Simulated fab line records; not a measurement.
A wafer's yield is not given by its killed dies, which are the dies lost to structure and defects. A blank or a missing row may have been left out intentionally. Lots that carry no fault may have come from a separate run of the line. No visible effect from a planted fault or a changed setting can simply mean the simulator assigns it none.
Problem report, 8D (eight disciplines) form, completed by code -- flow nand_harc -- the parts of the form that need people (team, actions taken, sign-off) are left out

## 1. WHAT WENT WRONG
Wafers without a fault read 17 with a standard deviation of 9.1, while raw_defect_count at NHARC_A_SGD_CUT_INSPECT_11 averages 446 across 3 wafers of 1 lot. Measured from the usual mean, that is +47 standard deviations.
First seen on wafer L215.2, day 15 16:14, on defect_inspect-01. At this step, 36 wafers from 12 lots have a number in the record. By rule, "out" or "out of limits" means more than 4 standard deviations away from the usual mean. The rest of the wafers with a number are treated as sound.

## 2. WHAT THIS IS AND IS NOT
question,is,is not
which readings at this step,raw_defect_count,-
which lots,L215,"L207, L209, L210, L211, L212, L216, L224, L227, L228, L229, L230"
which wafers of those lots,all that have a number,-
read on which gauges,defect_inspect-01,defect_inspect-02
when,from day 15 16:14,"up to then (15 sound wafers); but 18 sound wafers of L216, L224, L227, L228, L229, L230 came after"

## 3. WHAT RULES OUT EACH SUSPECT
Counting: any tool at a process step up to the reading is kept as a suspect provided that every lot that is out went through it and no sound lot did after the first of them.
- the gauge at NHARC_A_SGD_CUT_INSPECT_11 has been ruled out. All the wafers that are out were read on defect_inspect-01, but those of them that NHARC_END_SORT_01 has rows for are out there too, on other tools.
- cmp-02 at NHARC_A_STAIRCASE_CMP_152 (polishes): ruled out as a lasting fault. Following L215 (day 15 13:33), the first lot on it that is out, the sound lots L229 were run on it.
- rie_diel-10 at NHARC_A_STAIRCASE_ETCHBACK_157 (etches the open film in CH3F/O2, target depth 90 nm, time 167.14 s): ruled out as a lasting fault. Following L215 (day 15 14:28), the first lot on it that is out, the sound lots L216, L227, L230 were run on it.
- rie_diel-10 at NHARC_A_STAIRCASE_STRIP_475 (strips in O2, time 20 s): ruled out as a lasting fault. Following L215 (day 15 15:05), the first lot on it that is out, the sound lots L216, L227, L230 were run on it. NHARC_A_STAIRCASE_STRIP_475: start missing for some lots; hours and lot order therefore follow NHARC_A_STAIRCASE_CMP_472.
- cmp-02 at NHARC_A_STAIRCASE_CMP_472 (polishes SiO2): ruled out as a lasting fault. Following L215 (day 15 15:05), the first lot on it that is out, the sound lots L229 were run on it.
Left after counting: nothing in the record.

## 4. THE CAUSE (what the simulator had put in)
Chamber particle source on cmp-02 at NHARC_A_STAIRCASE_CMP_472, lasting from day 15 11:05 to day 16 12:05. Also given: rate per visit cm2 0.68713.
Counting ruled it out, wrongly: the rule takes a fault to strike every lot that its tool runs from its start on, and this one did not.

## 5. THE EFFECT CHAIN, in route order
Each row: a reading whose mean over the struck wafers that have a number lies more than 3 standard deviations from the usual. Readings are gone through only where the record gives a usual standard deviation; hours: the median, over the lots, of the time from a lot's start at the first step in this table giving one to that lot's start at this step; sigmas: the change measured in usual standard deviations.
hours,step,reading,usual,on struck wafers,change,sigmas
0,NHARC_A_SGD_CUT_INSPECT_11,raw_defect_count,17,446,+429,+47
134,NHARC_END_SORT_01,killed_at_array,27,317,+290,+29
134,NHARC_END_SORT_01,killed_dies,30,319,+289,+29

## 6. HOW IT WOULD HAVE BEEN CAUGHT EARLIER
Counted from the fault's start at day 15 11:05, it took 5 hours until the first out-of-limits reading at a measuring or inspecting step in this record, taken at day 15 16:14.
Of the tool readings at NHARC_A_STAIRCASE_CMP_472 for which the record gives a usual standard deviation, none was out on any struck wafer, so an alarm limit of 4 standard deviations on them would not have fired.
